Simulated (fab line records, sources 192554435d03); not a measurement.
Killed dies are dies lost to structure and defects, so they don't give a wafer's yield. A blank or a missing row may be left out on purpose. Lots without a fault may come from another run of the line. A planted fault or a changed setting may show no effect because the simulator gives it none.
fab line records | flow n5_finfet
record lots=11 wafers=30 last_day=18
route steps=1938 shown BEOL_M6@1227 PASSIVATION@1936
lots that met no fault: from a run of the same line without faults
start_h: hours from the record's first day to the start of the lot's first wafer shown | wait_h: hours since the lot's step before | " the same as in the row above | L1.1+2: a row that stands for several wafers | - no value, or no start given | * or withheld: withheld | < > ~ a bound
route shown NAME@n: a module of which the file shows steps, and the number in the route of the first | usual: mean/standard deviation of fault-free wafers | same: alike in all rows | chamber/n: place in a boat | sites: the reading at each site | _std_site: their standard deviation | _edge_site: outer sites' mean less inner sites' | radius_mm: how far each site lies from the wafer's centre | mask NAME#n: copy n | behind: the tool/chamber that last shaped the wafer | hold: why the lot was held/for how many hours/how that ended | device: the transistor (n, p or np) that didn't switch | end of line: the same wafers' tests at the end of the route | a step without rows: its recipe alone | killed: dies lost to structure and defects at the first sort, not the wafer's yield | map: a wafer's dies, x killed, . not, _ none there
set.NAME: the setting as run; set.NAME@STEP: as run at that earlier step | model.NAME: the simulator's own value behind a step, which no gauge read
steps of the route over a sample of lots; a table a step, a row a wafer
services: from which hour (start_h, from the record's first day; less than 0 if before it) a tool's chamber was out of use, for how many hours, and why
## steps
# step N5_BEOL_M6_CD_MEAS_28
# recipe target_cd_nm=40 landing_energy_ev=500 detector=se_inlens
# usual cd_nm=39.98/0.27
# columns lot.wafer tool chamber start_h wait_h cd_nm
L158.1 cd_sem-01 0 204.13 - 40.14
L158.4 " 0 " " 39.63
L158.6 " 0 " " 40.09
L160.2 cd_sem-01 0 213.28 - 40.17
L160.4 " 0 " " 39.77
L160.5 " 0 " " 39.61
L161.1 cd_sem-03 0 219.29 - 39.68
L161.3 " 0 " " 39.41
L161.4 " 0 " " 39.63
L163.2 cd_sem-01 0 233.25 - 40.20
L163.3 " 0 " " 39.89
L163.6 " 0 " " 40.32
L168.2 cd_sem-03 0 244.03 - 40.11
L168.3 " 0 " " 40.04
L168.5 " 0 " " 40.01
L167.4 cd_sem-02 0 263.53 - 39.78
L167.5 " 0 " " 39.26
L171.2 cd_sem-02 0 266.08 - 40.02
L171.4 " 0 " " 39.99
L172.4 cd_sem-02 0 280.20 - 40.11
L172.5 " 0 " " 40.20
L172.6 " 0 " " 40.40
L173.1 cd_sem-02 0 294.32 - 40.13
L173.5 " 0 " " 40.32
L175.2 cd_sem-01 0 306.74 - 39.78
L175.3 " 0 " " 40.03
L175.6 " 0 " " 39.86
L180.2 cd_sem-01 0 340.39 - 39.90
L180.3 " 0 " " 40.00
L180.5 " 0 " " 40.01
# step N5_BEOL_M6_DESCUM_33
# recipe chemistry=O2 time_s=7 source_power_w=50 bias_power_w=20 pressure_mtorr=20 rf_frequency_hz=2.712e+07 temp_c=40 resist=CAR-EUV o2_flow_sccm=225
# usual bias_power_w=19.99/0.054 drypump_motor_current_A=5.6/0.59 oes_product_au=0.80/0.1 rf_vpp_V=242.7/1.4 showerhead_plenum_p_Torr=2.07/0.072 throttle_valve_pct=20.37/0.28
# columns lot.wafer tool chamber start_h wait_h bias_power_w drypump_motor_current_A oes_product_au rf_hours_counter_h rf_vpp_V showerhead_plenum_p_Torr throttle_valve_pct
L158.1 rie_diel-06 0 204.25 0.0 20.02 5.6 0.75 175 242.1 2.08 20.41
L158.4 " 1 " " 19.81 4.9 0.74 162 242.6 2.02 20.85
L158.6 " 1 " " 19.94 4.9 0.76 - 243.6 2.02 20.83
L160.2 rie_diel-05 0 213.40 0.0 19.88 6.1 0.88 54 242.6 2.05 20.15
L160.4 " 1 " " 20.02 5.8 0.71 - 241.2 2.06 20.55
L160.5 " 0 " " 19.97 6.1 0.87 - 242.6 2.05 20.15
L161.1 rie_diel-06 3 219.41 0.0 19.91 5.5 0.66 237 240.3 1.96 20.55
L161.3 " 1 " " 19.97 4.9 0.74 170 242.3 2.01 20.87
L161.4 " 1 " " 20.00 4.9 0.75 - 242.2 2.01 20.85
L163.2 rie_diel-06 3 233.38 0.0 19.93 5.4 0.67 242 241.1 1.96 20.57
L163.3 " 1 " " 19.94 4.9 0.74 175 241.7 2.01 20.86
L163.6 " 2 " " 20.08 6.6 1.00 - 245.0 2.23 20.08
L168.2 rie_diel-01 3 244.48 0.4 19.97 5.2 0.94 15 242.5 2.04 20.12
L168.3 " 0 " " 20.04 4.9 0.79 132 241.0 2.03 20.65
L168.5 " 2 " " 20.09 6.5 0.80 - 243.4 2.12 20.00
L167.4 rie_diel-01 2 264.12 0.5 20.03 6.4 0.81 98 245.0 2.11 20.02
L167.5 " 0 " " 20.00 4.9 0.78 - 240.9 2.02 20.66
L171.2 rie_diel-01 2 266.20 0.0 20.03 6.4 0.80 99 243.6 2.11 20.00
L171.4 " 3 " " 19.97 5.2 0.91 22 241.4 2.04 20.15
L172.4 rie_diel-06 0 280.32 0.0 19.97 5.6 0.74 196 243.5 2.08 20.45
L172.5 " 3 " " 19.89 5.5 0.93 - 245.4 2.22 20.34
L172.6 " 0 " " 20.03 5.6 0.74 - 244.3 2.08 20.46
L173.1 rie_diel-01 3 294.44 0.0 20.00 5.2 0.91 32 242.6 2.04 20.17
L173.5 " 3 " " 20.03 5.2 0.90 - 241.7 2.04 20.16
L175.2 rie_diel-05 0 306.96 0.1 19.99 6.1 0.83 81 242.2 2.04 20.18
L175.3 " 2 " " 19.99 5.5 0.90 31 243.3 2.14 20.05
L175.6 " 1 " " 19.90 5.8 0.93 - 241.9 2.05 20.18
L180.2 rie_diel-05 1 341.00 0.5 20.01 5.8 0.89 37 242.5 2.04 20.21
L180.3 " 0 " " 19.93 6.1 0.81 97 240.7 2.03 20.22
L180.5 " 2 " " 19.98 5.5 0.87 - 242.6 2.13 20.10
# step N5_BEOL_M6_ETCH_41
# recipe chemistry=CH3F/O2 target=SiCN target_depth_a=297 taper_deg=2 time_s=52 ion_energy_ev=120 mask_material=TiN pressure_mtorr=30 source_w=395 bias_w=75 Ar_flow_sccm=150 CH3F_flow_sccm=30 O2_flow_sccm=20
# usual drypump_motor_current_A=5.6/0.59 oes_product_au=0.80/0.097 rf_vpp_V=297.0/1.6 run_length_s=75.3/0.35 showerhead_plenum_p_Torr=1.99/0.07 throttle_valve_pct=16.31/0.3
# columns lot.wafer tool chamber start_h wait_h drypump_motor_current_A oes_product_au rf_hours_counter_h rf_vpp_V run_length_s showerhead_plenum_p_Torr throttle_valve_pct
L158.1 rie_diel-06 0 204.56 - 5.6 0.76 175 298.2 75.7 2.01 16.46
L158.4 " 1 " " 4.8 0.76 163 295.0 75.6 1.93 16.74
L158.6 " 1 " " 4.8 0.75 - 295.5 76.1 1.93 16.73
L160.2 rie_diel-05 0 213.71 - 6.1 0.86 54 295.8 75.0 1.96 16.01
L160.4 " 1 " " 5.8 0.69 - 298.0 76.0 1.98 16.55
L160.5 " 0 " " 6.1 0.86 - 295.8 74.9 1.96 15.99
L161.1 rie_diel-06 3 219.72 - 5.5 0.66 237 294.9 75.0 1.90 16.62
L161.3 " 1 " " 4.9 0.74 170 297.4 75.4 1.93 16.74
L161.4 " 1 " " 4.8 0.75 - 294.5 75.6 1.93 16.75
L163.2 rie_diel-06 3 233.68 - 5.5 0.67 242 295.5 75.2 1.90 16.62
L163.3 " 1 " " 4.8 0.74 175 294.9 75.5 1.93 16.77
L163.6 " 2 " " 6.6 0.98 - 299.6 75.6 2.13 15.95
L168.2 rie_diel-01 3 244.78 - 5.2 0.94 15 297.0 75.1 1.95 16.02
L168.3 " 0 " " 4.9 0.78 132 296.4 75.2 1.92 16.40
L168.5 " 2 " " 6.4 0.81 - 297.0 75.3 2.03 16.02
L167.4 rie_diel-01 2 264.43 - 6.4 0.81 98 297.4 65.3 2.03 16.01
L167.5 " 0 " " 4.9 0.77 - 296.7 75.4 1.92 16.42
L171.2 rie_diel-01 2 266.50 - 6.4 0.82 99 297.9 75.0 2.03 16.00
L171.4 " 0 " " 4.9 0.77 - 295.9 65.7 1.92 16.40
L172.4 rie_diel-06 0 280.63 - 5.6 0.75 196 297.0 75.5 2.01 16.51
L172.5 " 3 " " 5.5 0.93 - 300.8 75.3 2.14 16.27
L172.6 " 0 " " 5.6 0.74 - 296.2 75.2 2.01 16.50
L173.1 rie_diel-01 3 294.74 - 5.2 0.89 32 296.7 65.5 1.95 16.04
L173.5 " 3 " " 5.3 0.90 - 296.5 75.8 1.95 16.05
L175.2 rie_diel-05 0 307.26 - 6.1 0.81 81 295.3 75.0 1.95 16.05
L175.3 " 2 " " 5.5 0.90 31 298.3 76.0 2.04 15.92
L175.6 " 1 " " 5.8 0.93 - 297.0 75.2 1.97 16.09
L180.2 rie_diel-05 1 341.30 - 5.8 0.90 37 296.9 75.4 1.96 16.13
L180.3 " 0 " " 6.1 0.80 97 296.8 74.7 1.94 16.10
L180.5 " 2 " " 5.5 0.87 - 298.0 75.7 2.04 15.95
# step N5_BEOL_M6_CD_MEAS_35
# recipe target_cd_nm=40 target_cd_y_nm=28 polarity=opening
# usual cd_nm=40.0/0.73
# columns lot.wafer tool chamber start_h wait_h cd_nm
L158.1 cd_sem-02 - 204.83 0.0 39.6
L158.4 " - " " 40.6
L158.6 " - " " 39.7
L160.2 cd_sem-01 - 213.98 0.0 40.3
L160.4 " - " " 41.5
L160.5 " - " " 40.7
L161.1 cd_sem-01 - 219.99 0.0 39.6
L161.3 " - " " 39.9
L161.4 " - " " 41.2
L163.2 cd_sem-01 - 233.96 0.0 40.6
L163.3 " - " " 40.6
L163.6 " - " " 40.7
L168.2 cd_sem-01 - 245.06 0.0 39.6
L168.3 " - " " 38.8
L168.5 " - " " 39.6
L167.4 cd_sem-01 - 264.74 0.0 39.9
L167.5 " - " " 40.0
L171.2 cd_sem-01 - 266.78 0.0 38.7
L171.4 " - " " 40.3
L172.4 cd_sem-02 - 280.91 0.0 41.4
L172.5 " - " " 41.8
L172.6 " - " " 41.2
L173.1 cd_sem-01 - 295.03 0.0 39.1
L173.5 " - " " 39.9
L175.2 cd_sem-03 - 307.54 0.0 39.9
L175.3 " - " " 39.3
L175.6 " - " " 40.0
L180.2 cd_sem-03 - 341.58 0.0 39.8
L180.3 " - " " 41.0
L180.5 " - " " 39.9
# step N5_PASSIVATION_PROBE_49
# usual defect_limited_yield=91.2/1.4 killed_at_M0_to_M3=35/11 killed_at_M4_up=14/5.6 killed_at_contacts=12/5.6 killed_at_front_end=38/11 killed_at_other=4/3.4 killed_dies=103/17 killed_open=68/12 killed_short=33/8.8 sort_bin_4_leakage=0.00/0.007 sort_bin_5_function=5.1/0.89 sort_bin_6_memory=3.3/0.71 sort_n_pass=1077/17 sort_yield_pct=91.2/1.4
# same gross_dies=1180 killed_at_back_side=0 sort_bin_8_speed[%]=0
# columns lot.wafer tool chamber start_h wait_h defect_limited_yield[%] killed_at_M0_to_M3 killed_at_M4_up killed_at_contacts killed_at_front_end killed_at_other killed_dies killed_open killed_short sort_bin_4_leakage[%] sort_bin_5_function[%] sort_bin_6_memory[%] sort_n_pass sort_yield_pct[%]
L158.1 prober-02 - 293.29 0.0 90.8 45 13 16 34 1 109 76 32 0 5.9 2.7 1071 90.8
L158.4 prober-02 - 293.44 0.2 90.2 28 26 13 48 1 116 76 39 0 6.4 3.2 1064 90.2
L158.6 prober-02 - 293.54 0.3 89.3 50 18 13 45 0 126 89 34 0.08 6.8 3.5 1053 89.2
L160.2 prober-01 - 303.54 0.1 89.3 53 25 9 33 6 126 77 46 0 6.4 3.7 1054 89.3
L160.4 prober-01 - 303.64 0.2 89.9 43 30 12 33 1 119 77 42 0 5.7 4.0 1061 89.9
L160.5 prober-01 - 303.69 0.2 91.1 50 5 11 33 6 105 78 24 0 5.0 3.2 1075 91.1
L161.1 prober-02 - 306.60 0.0 89.5 59 13 4 48 0 124 80 37 0 6.4 3.3 1056 89.5
L161.3 prober-02 - 306.70 0.1 89.9 47 12 8 49 3 119 78 36 0 5.8 3.6 1061 89.9
L161.4 prober-02 - 306.75 0.2 91.4 31 15 14 38 3 101 65 34 0 4.7 3.6 1079 91.4
L163.2 prober-02 - 325.59 0.1 90.1 44 11 9 47 6 117 67 48 0 5.3 4.2 1063 90.1
L163.3 prober-02 - 325.64 0.1 91.1 42 11 4 40 8 105 58 39 0 5.3 3.2 1075 91.1
L163.6 prober-02 - 325.79 0.3 90.6 45 18 5 38 5 111 69 37 0 5.3 3.6 1069 90.6
L168.2 prober-01 - 335.22 0.1 91.4 48 10 7 30 6 101 65 35 0 4.2 4.1 1079 91.4
L168.3 prober-01 - 335.27 0.1 90.5 39 11 22 35 5 112 67 44 0 5.3 3.7 1068 90.5
L168.5 prober-01 - 335.37 0.2 91.7 31 15 9 40 3 98 68 29 0 4.8 3.1 1082 91.7
L167.4 prober-01 - 352.76 0.2 93.1 30 9 10 32 1 82 57 25 0 3.8 3.1 1098 93.1
L167.5 prober-01 - 352.81 0.2 94.9 29 8 3 20 0 60 42 15 0 2.8 2.2 1120 94.9
L171.2 prober-01 - 358.62 0.1 86.7 38 12 23 78 6 157 124 30 0 7.8 5.1 1023 86.7
L171.4 prober-01 - 358.72 0.2 90.9 30 18 15 38 6 107 71 33 0 5.1 3.8 1073 90.9
L172.4 prober-01 - 374.78 0.2 89.7 27 25 28 36 5 121 80 38 0 5.8 4.2 1059 89.7
L172.5 prober-01 - 374.83 0.2 91.3 24 15 15 44 5 103 65 38 0 5.3 3.1 1077 91.3
L172.6 prober-01 - 374.88 0.3 91.8 34 15 8 40 0 97 63 34 0 4.9 3.0 1083 91.8
L173.1 prober-01 - 390.96 0.0 89.6 35 27 14 45 2 123 87 36 0 5.4 4.7 1057 89.6
L173.5 prober-01 - 391.16 0.2 88.8 23 32 21 54 2 132 69 60 0 6.5 4.0 1048 88.8
L175.2 prober-01 - 401.70 0.1 89.7 48 16 17 39 2 122 75 47 0 6.4 3.7 1058 89.7
L175.3 prober-01 - 401.75 0.1 89.4 50 18 14 39 4 125 83 42 0 5.9 4.3 1055 89.4
L175.6 prober-01 - 401.90 0.3 90.1 53 13 20 25 6 117 73 39 0 5.3 4.2 1063 90.1
L180.2 prober-01 - 437.40 0.1 92.0 25 14 4 45 6 94 61 32 0 4.9 2.8 1086 92.0
L180.3 prober-01 - 437.45 0.1 91.9 39 21 4 28 4 96 71 22 0 4.7 3.2 1084 91.9
L180.5 prober-01 - 437.55 0.2 89.7 44 16 13 45 4 122 81 39 0 5.8 4.0 1058 89.7
# killed by level:class
L158.1 BEOL_M0_SAQP:geometric_particle:open=18 MOL_CONTACT_COAG:geometric_particle:open=14 BEOL_M0_SAQP:geometric_particle:short=13 FIN_SAQP:geometric_particle:open=12 BEOL_M4:geometric_particle:open=7 FIN_SAQP:geometric_particle:short=5 BEOL_M2:geometric_particle:open=5 STI_FIN_REVEAL:geometric_particle:open=4
L158.4 FIN_SAQP:geometric_particle:open=20 BEOL_M4:geometric_particle:open=15 BEOL_M0_SAQP:geometric_particle:short=14 MOL_CONTACT_COAG:geometric_particle:open=12 FIN_SAQP:geometric_particle:short=9 STI_FIN_REVEAL:geometric_particle:open=7 BEOL_M2:geometric_particle:open=5 DUMMY_GATE:geometric_particle:open=3
L158.6 STI_FIN_REVEAL:geometric_particle:open=14 BEOL_M0_SAQP:geometric_particle:open=14 BEOL_M0_SAQP:geometric_particle:short=11 FIN_SAQP:geometric_particle:open=10 MOL_CONTACT_COAG:geometric_particle:open=10 BEOL_M4:geometric_particle:open=10 BEOL_M3:geometric_particle:open=8 BEOL_M2:geometric_particle:open=6
L160.2 BEOL_M4:geometric_particle:open=12 BEOL_M0_SAQP:geometric_particle:short=11 BEOL_M1:geometric_particle:open=11 BEOL_M3:geometric_particle:open=11 BEOL_M0_SAQP:geometric_particle:open=10 MOL_CONTACT_COAG:geometric_particle:open=7 FIN_SAQP:geometric_particle:open=6 DUMMY_GATE:geometric_particle:open=5
L160.4 BEOL_M0_SAQP:geometric_particle:open=20 BEOL_M4:geometric_particle:open=14 MOL_CONTACT_COAG:geometric_particle:open=11 BEOL_M0_SAQP:geometric_particle:short=9 BEOL_M1:geometric_particle:open=7 SPACER0:geometric_particle:short=6 BEOL_M4:geometric_particle:short=6 STI_FIN_REVEAL:geometric_particle:open=4
L160.5 BEOL_M3:geometric_particle:open=14 MOL_CONTACT_COAG:geometric_particle:open=10 BEOL_M0_SAQP:geometric_particle:open=10 BEOL_M1:geometric_particle:open=10 BEOL_M2:geometric_particle:open=6 FIN_SAQP:geometric_particle:open=5 BEOL_M4:geometric_particle:open=5 STARTING-WAFER:geometric_particle:short=4
L161.1 BEOL_M1:geometric_particle:open=13 BEOL_M2:geometric_particle:open=10 BEOL_M3:geometric_particle:open=10 BEOL_M0_SAQP:geometric_particle:short=9 FIN_SAQP:geometric_particle:open=8 BEOL_M0_SAQP:geometric_particle:open=8 FIN_SAQP:geometric_particle:short=7 DUMMY_GATE:geometric_particle:open=7
L161.3 BEOL_M2:geometric_particle:open=15 FIN_SAQP:geometric_particle:open=12 BEOL_M0_SAQP:geometric_particle:short=10 FIN_SAQP:geometric_particle:short=7 BEOL_M0_SAQP:geometric_particle:open=7 MOL_CONTACT_COAG:geometric_particle:open=6 STI_FIN_REVEAL:geometric_particle:open=5 BEOL_M3:geometric_particle:open=5
L161.4 MOL_CONTACT_COAG:geometric_particle:open=12 BEOL_M0_SAQP:geometric_particle:open=8 BEOL_M0_SAQP:geometric_particle:short=7 BEOL_M2:geometric_particle:open=7 FIN_SAQP:geometric_particle:short=6 STI_FIN_REVEAL:geometric_particle:open=6 DUMMY_GATE:geometric_particle:open=6 BEOL_M4:geometric_particle:open=6
L163.2 BEOL_M0_SAQP:geometric_particle:short=11 FIN_SAQP:geometric_particle:short=10 BEOL_M0_SAQP:geometric_particle:open=9 FIN_SAQP:geometric_particle:open=7 GATE_CUT:geometric_particle:short=6 MOL_CONTACT_COAG:geometric_particle:open=6 BEOL_M2:geometric_particle:open=6 BEOL_M3:geometric_particle:open=6
L163.3 BEOL_M0_SAQP:geometric_particle:open=14 BEOL_M0_SAQP:geometric_particle:short=10 FIN_SAQP:geometric_particle:short=9 BEOL_M1:geometric_particle:open=8 FIN_SAQP:geometric_particle:open=7 STARTING-WAFER:geometric_particle:open=5 BEOL_M3:geometric_particle:open=4 MOL_CONTACT_COAG:geometric_particle:open=4
L163.6 BEOL_M0_SAQP:geometric_particle:short=13 FIN_SAQP:geometric_particle:short=8 BEOL_M0_SAQP:geometric_particle:open=8 BEOL_M1:geometric_particle:open=8 BEOL_M2:geometric_particle:open=8 BEOL_M5:geometric_particle:open=7 STARTING-WAFER:geometric_particle:open=6 MOL_CONTACT_COAG:geometric_particle:open=5
L168.2 BEOL_M0_SAQP:geometric_particle:short=10 BEOL_M3:geometric_particle:open=10 BEOL_M0_SAQP:geometric_particle:open=9 BEOL_M2:geometric_particle:open=8 MOL_CONTACT_COAG:geometric_particle:open=7 FIN_SAQP:geometric_particle:open=6 STI_FIN_REVEAL:geometric_particle:open=6 BEOL_M2:geometric_particle:short=6
L168.3 MOL_CONTACT_COAG:geometric_particle:open=19 BEOL_M3:geometric_particle:open=12 BEOL_M0_SAQP:geometric_particle:short=10 BEOL_M2:geometric_particle:open=9 BEOL_M4:geometric_particle:short=8 FIN_SAQP:geometric_particle:open=7 FIN_SAQP:geometric_particle:short=6 GATE_CUT:geometric_particle:short=5
L168.5 STI_FIN_REVEAL:geometric_particle:open=13 BEOL_M0_SAQP:geometric_particle:open=8 MOL_CONTACT_COAG:geometric_particle:open=7 BEOL_M5:geometric_particle:open=7 FIN_SAQP:geometric_particle:short=5 BEOL_M2:geometric_particle:open=5 BEOL_M3:geometric_particle:open=5 FIN_SAQP:geometric_particle:open=4
L167.4 FIN_SAQP:geometric_particle:open=14 BEOL_M2:geometric_particle:open=13 FIN_SAQP:geometric_particle:short=7 MOL_CONTACT_COAG:geometric_particle:open=7 BEOL_M3:geometric_particle:open=6 BEOL_M0_SAQP:geometric_particle:open=4 MOL_CONTACT_COAG:geometric_particle:short=3 BEOL_M4:geometric_particle:open=3
L167.5 BEOL_M2:geometric_particle:open=8 FIN_SAQP:geometric_particle:open=6 BEOL_M0:geometric_particle:open=6 FIN_SAQP:geometric_particle:short=5 BEOL_M3:geometric_particle:open=4 BEOL_M5:geometric_particle:open=3 ILD0:geometric_particle:short=2 GATE_CUT:geometric_particle:short=2
L171.2 STI_FIN_REVEAL:geometric_particle:open=49 MOL_CONTACT_COAG:geometric_particle:open=20 BEOL_M0_SAQP:geometric_particle:open=10 BEOL_M4:geometric_particle:open=9 BEOL_M3:geometric_particle:open=8 BEOL_M2:geometric_particle:open=7 STI_FIN_REVEAL:geometric_particle:short=6 DUMMY_GATE:geometric_particle:open=6
L171.4 STI_FIN_REVEAL:geometric_particle:open=13 MOL_CONTACT_COAG:geometric_particle:open=10 BEOL_M3:geometric_particle:open=9 BEOL_M4:geometric_particle:short=6 MOL_CONTACT_COAG:geometric_particle:short=5 BEOL_M4:geometric_particle:open=5 STARTING-WAFER:geometric_particle:short=4 GATE_CUT:geometric_particle:open=4
L172.4 MOL_CONTACT_COAG:geometric_particle:open=23 BEOL_M4:geometric_particle:open=14 GATE_CUT:geometric_particle:short=6 GATE_CUT:geometric_particle:open=6 BEOL_M1:geometric_particle:open=6 MOL_CONTACT_COAG:geometric_particle:short=5 BEOL_M4:geometric_particle:short=5 FIN_SAQP:geometric_particle:short=4
L172.5 GATE_CUT:geometric_particle:short=13 MOL_CONTACT_COAG:geometric_particle:open=13 STI_FIN_REVEAL:geometric_particle:open=10 BEOL_M1:geometric_particle:open=9 ILD0:geometric_particle:open=5 BEOL_M4:geometric_particle:open=5 BEOL_M4:geometric_particle:short=5 BEOL_M0_SAQP:geometric_particle:open=4
L172.6 BEOL_M3:geometric_particle:open=11 ILD0:geometric_particle:short=7 BEOL_M0_SAQP:geometric_particle:short=7 BEOL_M4:geometric_particle:open=7 STI_FIN_REVEAL:geometric_particle:open=6 MOL_CONTACT_COAG:geometric_particle:open=6 GATE_CUT:geometric_particle:open=5 ILD0:geometric_particle:open=4
L173.1 BEOL_M4:geometric_particle:open=16 BEOL_M0_SAQP:geometric_particle:short=15 FIN_SAQP:geometric_particle:open=13 MOL_CONTACT_COAG:geometric_particle:open=11 FIN_SAQP:geometric_particle:short=8 STI_FIN_REVEAL:geometric_particle:open=7 BEOL_M0_SAQP:geometric_particle:open=7 BEOL_M2:geometric_particle:open=6
L173.5 FIN_SAQP:geometric_particle:open=19 BEOL_M4:geometric_particle:short=19 MOL_CONTACT_COAG:geometric_particle:open=15 FIN_SAQP:geometric_particle:short=8 BEOL_M0_SAQP:geometric_particle:short=8 MOL_CONTACT_COAG:geometric_particle:short=6 BEOL_M4:geometric_particle:open=5 STI_FIN_REVEAL:geometric_particle:open=5
L175.2 BEOL_M0_SAQP:geometric_particle:short=21 MOL_CONTACT_COAG:geometric_particle:open=12 BEOL_M0_SAQP:geometric_particle:open=10 BEOL_M1:geometric_particle:open=8 GATE_CUT:geometric_particle:short=7 BEOL_M2:geometric_particle:open=6 BEOL_M4:geometric_particle:open=6 GATE_CUT:geometric_particle:open=5
L175.3 BEOL_M0_SAQP:geometric_particle:short=16 MOL_CONTACT_COAG:geometric_particle:open=13 STI_FIN_REVEAL:geometric_particle:open=11 BEOL_M0_SAQP:geometric_particle:open=11 BEOL_M4:geometric_particle:open=11 BEOL_M1:geometric_particle:open=9 FIN_SAQP:geometric_particle:short=8 BEOL_M3:geometric_particle:open=6
L175.6 MOL_CONTACT_COAG:geometric_particle:open=18 BEOL_M0_SAQP:geometric_particle:short=17 BEOL_M0_SAQP:geometric_particle:open=12 GATE_CUT:geometric_particle:short=6 BEOL_M1:geometric_particle:open=6 BEOL_M2:geometric_particle:open=6 BEOL_M3:geometric_particle:open=6 STI_FIN_REVEAL:geometric_particle:open=4
L180.2 FIN_SAQP:geometric_particle:open=13 FIN_SAQP:geometric_particle:short=11 BEOL_M3:geometric_particle:open=9 BEOL_M0_SAQP:geometric_particle:short=6 GATE_CUT:geometric_particle:short=5 BEOL_M4:geometric_particle:open=5 BEOL_M0_SAQP:geometric_particle:open=4 DUMMY_GATE:geometric_particle:open=3
L180.3 BEOL_M3:geometric_particle:open=10 BEOL_M0_SAQP:geometric_particle:open=9 BEOL_M5:geometric_particle:open=8 BEOL_M0_SAQP:geometric_particle:short=7 FIN_SAQP:geometric_particle:short=6 BEOL_M2:geometric_particle:open=6 STI_FIN_REVEAL:geometric_particle:open=5 DUMMY_GATE:geometric_particle:open=5
L180.5 MOL_CONTACT_COAG:geometric_particle:open=12 FIN_SAQP:geometric_particle:short=11 BEOL_M0_SAQP:geometric_particle:open=11 FIN_SAQP:geometric_particle:open=10 BEOL_M2:geometric_particle:open=10 BEOL_M3:geometric_particle:open=8 STI_FIN_REVEAL:geometric_particle:open=6 BEOL_M0_SAQP:geometric_particle:short=5
## services
# columns tool chamber start_h hours kind
rie_diel-01 3 181.79 - clean
rie_diel-01 3 181.79 - consumable_replace:focus_ring
rie_diel-01 3 181.79 19.2 scheduled_down
rie_diel-01 3 181.79 19.2 vent_cycle
rie_diel-06 2 186.97 - clean
rie_diel-06 2 186.97 - consumable_replace:focus_ring
rie_diel-06 2 186.97 - consumable_replace:showerhead
rie_diel-06 2 186.97 13.7 scheduled_down
rie_diel-06 2 186.97 13.7 vent_cycle
rie_diel-05 2 197.50 - clean
rie_diel-05 2 197.50 - consumable_replace:focus_ring
rie_diel-05 2 197.50 21.7 scheduled_down
rie_diel-05 2 197.50 21.7 vent_cycle
rie_diel-05 1 219.55 - clean
rie_diel-05 - 220.37 0.1 repair
rie_diel-05 - 242.12 2.8 pm
rie_diel-05 0 249.32 13.7 repair
rie_diel-06 3 249.67 - clean
rie_diel-06 3 249.67 - consumable_replace:focus_ring
rie_diel-06 3 249.67 - consumable_replace:showerhead
rie_diel-06 3 249.67 21.2 scheduled_down
rie_diel-06 3 249.67 21.2 vent_cycle
rie_diel-01 1 266.36 5.0 repair
rie_diel-06 - 323.83 2.8 pm
## key
first_sign step=N5_BEOL_M6_ETCH_41 reading=run_length_s direction=down sigmas=28 usual=* struck=*
effect none on later readings
met_at N5_BEOL_M6_ETCH_41
struck_lots L167,L171,L173
struck_wafers L167.4,L171.4,L173.1
not_acting_at N5_BEOL_M6_CD_MEAS_28,N5_BEOL_M6_DESCUM_33,N5_BEOL_M6_CD_MEAS_35
onset_between 244.78 264.43
fault kind=process_parameter_drift tool=rie_diel-01 chamber=- onset_h=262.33 steps=N5_BEOL_M6_ETCH_41 channel=time_s offset=* shape=step end_h=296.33 scope=struck_wafers_only acts_in=* stated=*
